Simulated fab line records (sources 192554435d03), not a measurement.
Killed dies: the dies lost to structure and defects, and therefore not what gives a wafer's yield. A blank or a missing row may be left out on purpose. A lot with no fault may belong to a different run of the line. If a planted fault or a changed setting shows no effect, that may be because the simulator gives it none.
Struck lot and sound lot, side by side ; flow n5Finfet ; 15 steps out of a route of 1938
Sound: these wafers, L853.1, L853.3, L853.4. Struck: wafer L858.1 (left out: L858.2, a lot-mate that was not struck); the cause follows at the end.
Order at every step that has rows: each side's tool, ch and its chambers, its first start. Under that, the readings that differ: sound wafers ; struck wafers ; difference of the means ; sigmas: that difference in standard deviations of wafers without a fault.
alike: readings with means less than 2 such deviations apart, plus words and numbers identical on both sides. not compared: withheld readings, readings lacking a value on some wafer, bounds such as >300 that could conceal the same value, and numbers that have no deviation in the record and whose values overlap.
Wherever a step has rows on one side only, a row that says differs or no value, or a row with sigmas, the two part there. Non-overlapping numbers with no deviation appear without sigmas and do not part them. Lack of a reading on every wafer of one side parts them only where that side has two or more wafers.

first, 4 steps without rows for these wafers: N5_BEOL_M2_SOFTBAKE_23 (time 60 s); N5_BEOL_M2_EXPOSE_25 (exposes mask V1, defocus 5 nm); N5_BEOL_M2_PEB_26 (peb time 60 s); N5_BEOL_M2_DEVELOP_27 (develop time 30 s).
N5_BEOL_M2_CD_MEAS_28: target cd 26.2 nm, target cd y 24.1 nm.
  sound on cdSem-03 ch 0, day 6 20:50; struck on cdSem-01 ch 0, day 7 23:35
  alike: cdNm
N5_BEOL_M2_OVL_MEAS_29:
  sound on overlay-02 ch 0, day 6 20:52; struck on overlay-02 ch 0, day 7 23:37
reading;sound;struck;difference;sigmas
V1_OVL (nm);-0.5 -0.5 -1.1;0.7;+1.4;+2
N5_BEOL_M2_INSPECT_30: inspects for defects (brightfield).
  sound: defectInspect-02 at day 6 20:55; struck: defectInspect-01 at day 7 23:40
  alike: rawDefectCount
N5_BEOL_M2_DESCUM_33: chemistry O2, time 7 s.
  sound on rieDiel-03 ch 0,1,2, day 6 20:58; struck on rieDiel-02 ch 3, day 7 23:52
  alike: drypumpMotorCurrentA, o2FlowSccm, oesProductAu, rfVppV, showerheadPlenumPTorr, throttleValvePct
  not compared: rfHoursCounterH
N5_BEOL_M2_ETCH_77: etches underlayer in N2/H2, target depth 6.5 nm, time 5.2 s.
  sound on rieDiel-03 ch 0,1,2, day 6 20:59; struck on rieDiel-02 ch 3, day 7 23:55
  alike: drypumpMotorCurrentA, etchRfOnTimeS, oesProductAu, rfVppV, showerheadPlenumPTorr, throttleValvePct
  not compared: rfHoursCounterH
N5_BEOL_M2_ETCH_69: etches SiARC in CF4, target depth 15.6 nm, time 26 s.
  sound on rieDiel-03 ch 0,1,2, day 6 21:01; struck on rieDiel-02 ch 3, day 7 23:55
  alike: drypumpMotorCurrentA, etchRfOnTimeS, oesProductAu, rfVppV, showerheadPlenumPTorr, throttleValvePct
  not compared: rfHoursCounterH
N5_BEOL_M2_ALD_98: deposits SiO2, target thk 2.5 nm, pulse time 1 s, co reactant pulse time 1 s.
  sound on aldSin-04 ch 0,1,3, day 6 21:05; struck on aldSin-03 ch 1, day 8 00:00
  alike: heaterPowerW, precursorPulseHeightRel, susceptorTempC
N5_BEOL_M2_ETCHBACK_99: etches SiO2 in CHF3, target depth 5 nm, time 10.4 s.
  sound on rieDiel-03 ch 1,2,3, day 6 21:35; struck on rieDiel-03 ch 0, day 8 09:17
  alike: drypumpMotorCurrentA, oesProductAu, rfVppV, showerheadPlenumPTorr, throttleValvePct
  not compared: rfHoursCounterH
N5_BEOL_M2_ETCH_70: etches SOC in N2/H2, target depth 80 nm, overetch 24 nm, time 130 s.
  sound on rieDiel-03 ch 1,2,3, day 6 21:37; struck on rieDiel-03 ch 0, day 8 09:19
reading;sound;struck;difference;sigmas
model.SiARC_of_BEOL_M2_COAT_68.thkNm (nm);6.2 5.6 6;6.8;+0.9;
  alike: drypumpMotorCurrentA, oesProductAu, rfVppV, showerheadPlenumPTorr, throttleValvePct
  not compared: rfHoursCounterH
then, 1 step without rows for these wafers: N5_BEOL_M2_STRIP_71 (strips in N2/H2).
N5_BEOL_M4_RC_MEAS_101:
  sound on prober-01 ch 0, day 7 23:14; struck on prober-02 ch 0, day 9 12:50
reading;sound;struck;difference;sigmas
VT_P (mV);-252 -247 -252;-243;+7;+2
  alike: DIBL_N, DIBL_P, IOFF_N, IOFF_P, ION_N, ION_P, SS_N, SS_P, VT_N

== WHERE THEY PART ==
Earliest at N5_BEOL_M2_OVL_MEAS_29; latest, in this record, at N5_BEOL_M4_RC_MEAS_101.

WHY: what had been put in by the simulator
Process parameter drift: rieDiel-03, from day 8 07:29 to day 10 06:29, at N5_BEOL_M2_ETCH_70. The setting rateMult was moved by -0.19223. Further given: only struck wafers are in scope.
